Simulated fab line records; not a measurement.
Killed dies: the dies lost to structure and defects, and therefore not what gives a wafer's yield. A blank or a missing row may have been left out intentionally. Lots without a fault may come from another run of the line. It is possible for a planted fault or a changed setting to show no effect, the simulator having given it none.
A struck lot beside a sound one / flow n5 finfet / 15 steps out of a route of 1938
Sound: wafers L571.1, L571.2, L571.3. Struck: wafer L562.4; the same lot's L562.6 was not struck, so it is left out; see the end for the cause.
Each step with rows lists, per side, the tool, then ch with its chambers, then its first start. Under that, the readings that differ: sound wafers / struck wafers / difference of the means / sigmas: that difference in standard deviations of wafers without a fault.
alike: same words and numbers on both sides, and readings whose means sit less than 2 such deviations apart. not compared: any withheld reading, any reading some wafer has no value for, any bound like >300 that may hide the same value, and any number with overlapping values for which the record gives no deviation.
A row with sigmas, a row that says differs or no value, or rows on one side alone: a step with any of these is where the two part. Non-overlapping numbers with no deviation appear without sigmas and do not part them. A reading that every wafer of one side lacks parts them only if that side has two wafers or more.

N5_BEOL_M10_STRIP_77: strips in N2/H2, time 10 s.
  sound: rie diel-04 ch 0,2,3; struck: rie diel-03 ch 3
  alike: drypump motor current A, h2 flow sccm, oes product au, rf vpp V, showerhead plenum p Torr, throttle valve pct
  not compared: rf hours counter h
N5_BEOL_M10_OCD_MEAS_38:
  sound on ocd-01, day 14 19:08; struck on ocd-02, day 13 04:50
  alike: trench depth nm
then, 4 steps without rows for these wafers: N5_BEOL_M10_HM_STRIP_39 (strips TiN in peroxide tin strip, target depth 25 nm, time 158 s); N5_BEOL_M10_SRD_40 (time 30 s); N5_BEOL_M10_PRECLEAN_42 (cleans in residue remover, time 60 s); N5_BEOL_M10_SRD_43 (time 30 s).
N5_BEOL_M10_CD_MEAS_35: the cd target is 70 nm.
  sound on cd sem-02, day 14 19:17; struck on cd sem-03, day 13 04:59
  alike: cd nm
then, 1 step without rows for these wafers: N5_BEOL_M10_CURE_72 (cures SiCOH lowk, time 120 s).
N5_BEOL_M10_DEGAS_44: time 60 s.
  sound on pvd sputter-01, day 14 20:08; struck on pvd sputter-03, day 13 05:36
  alike: heater power w
N5_BEOL_M10_PRE_CLEAN_45: time 30 s.
  sound on pvd sputter-01, day 14 20:11; struck on pvd sputter-03, day 13 05:38
  alike: heater power w
then, 1 step without rows for these wafers: N5_BEOL_M10_ALD_74 (deposits TaN, target thk 2 nm, pulse time 2 s, purge time 3 s).
N5_BEOL_M10_SURFACE_TREAT_76:
  sound on pvd sputter-01, day 14 20:35; struck on pvd sputter-03, day 13 06:04
  not compared: throttle valve pct
N5_BEOL_M10_CVD_75: deposits Co from CCTBA/H2, target thk 2 nm, time 138.9 s.
  sound on cvd co-01 ch 0,1,2, day 14 20:38; struck on cvd co-02 ch 2, day 13 06:15
reading=run length s (s); sound=160.4 161.3 161.4; struck=127.0; difference=-34.0; sigmas=-69
N5_BEOL_M10_SPUTTER_48: material Cu, target thk 12 nm, time 2 s.
  sound on pvd sputter-01, day 14 20:46; struck on pvd sputter-01, day 13 06:25
  alike: throttle valve pct
-- here the record skips 2 days between the struck wafers' starts before and after, leaving off in module BEOL_M10 and picking up in module PASSIVATION (first step shown: number 1936 of the route) --
N5_PASSIVATION_PROBE_49:
  record: rows for the struck wafers here (prober-01, day 15 06:49), none for the sound ones

## WHERE THEY PART
At N5_BEOL_M10_CVD_75 first; at N5_PASSIVATION_PROBE_49 last (within this record only).

WHY: what had been put in by the simulator
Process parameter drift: cvd co-02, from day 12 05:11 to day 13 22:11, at N5_BEOL_M10_CVD_75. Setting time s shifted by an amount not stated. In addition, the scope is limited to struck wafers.
